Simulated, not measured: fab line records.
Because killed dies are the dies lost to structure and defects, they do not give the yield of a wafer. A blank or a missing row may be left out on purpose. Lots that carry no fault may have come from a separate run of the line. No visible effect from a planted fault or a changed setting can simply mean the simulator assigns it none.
Chamber matching -- flow nand harc -- rie diel-11 running NHARC_A_STAIRCASE_ETCH_271: 4 sister chambers
The step etches the open film in CF4/CHF3. 18 wafers are shown with their chamber, then 9 later ones without.

## WAFERS WITH THEIR CHAMBER
wafer,chamber,showerhead plenum p Torr (Torr),drypump motor current A (A),rf vpp V (V)
L078.3,2,1.51,5.6,367.8
L078.4,1,1.60,6.4,371.7
L078.5,0,1.67,5.3,375.2
L080.3,1,1.60,6.4,370.8
L080.4,2,1.51,5.5,367.3
L080.6,3,1.61,6.3,372.1
L081.2,3,1.61,6.3,374.1
L081.4,0,1.67,5.3,372.7
L081.6,1,1.60,6.4,371.9
L084.3,3,1.61,6.3,372.9
L084.4,2,1.51,5.6,367.7
L084.6,1,1.60,6.4,371.3
L088.2,1,1.60,6.4,372.1
L088.3,3,1.61,6.3,371.9
L088.6,2,1.50,5.6,368.7
L090.4,3,1.61,6.3,371.9
L090.5,3,1.61,6.3,371.4
L090.6,2,1.50,5.5,368.1

SIGNATURES (averages over the wafers above)
reading,chamber 0,chamber 1,chamber 2,chamber 3,scatter within a chamber
showerhead plenum p Torr,1.6700,1.6000,1.5060,1.6100,0.00293
drypump motor current A,5.300,6.400,5.560,6.300,0.0293
rf vpp V,373.950,371.560,367.920,372.383,0.846
Rule: a wafer's distance from a chamber is the root of the sum, over the readings, of the square of ((its reading less the chamber's mean) divided by the reading's scatter). If the next closest chamber is less than 2 further off than the closest, the wafer can't be placed; otherwise it belongs to the closest. The scatter: take each reading less its chamber's mean, square it, sum over the shown wafers, divide by the number of wafers less the number of chambers, and take the root.

## WAFERS WITH NO CHAMBER GIVEN
wafer,showerhead plenum p Torr (Torr),drypump motor current A (A),rf vpp V (V)
L091.3,1.59,6.4,371.9
L091.4,1.66,5.3,374.1
L091.5,1.61,6.3,371.1
L092.3,1.50,5.5,367.8
L092.4,1.61,6.3,371.4
L092.5,1.66,5.3,371.6
L097.1,1.66,5.3,374.5
L097.3,1.59,6.4,370.4
L097.5,1.59,6.4,370.8

## THE CHAMBER EACH PASSED THROUGH
wafer,from the rows above,in truth
L091.3,1,1
L091.4,0,0
L091.5,3,3
L092.3,2,2
L092.4,3,3
L092.5,0,0
L097.1,0,0
L097.3,1,1
L097.5,1,1
Correct placement for 9 of the 9. From these rows, 0 cannot be placed. Number placed wrongly: 0.
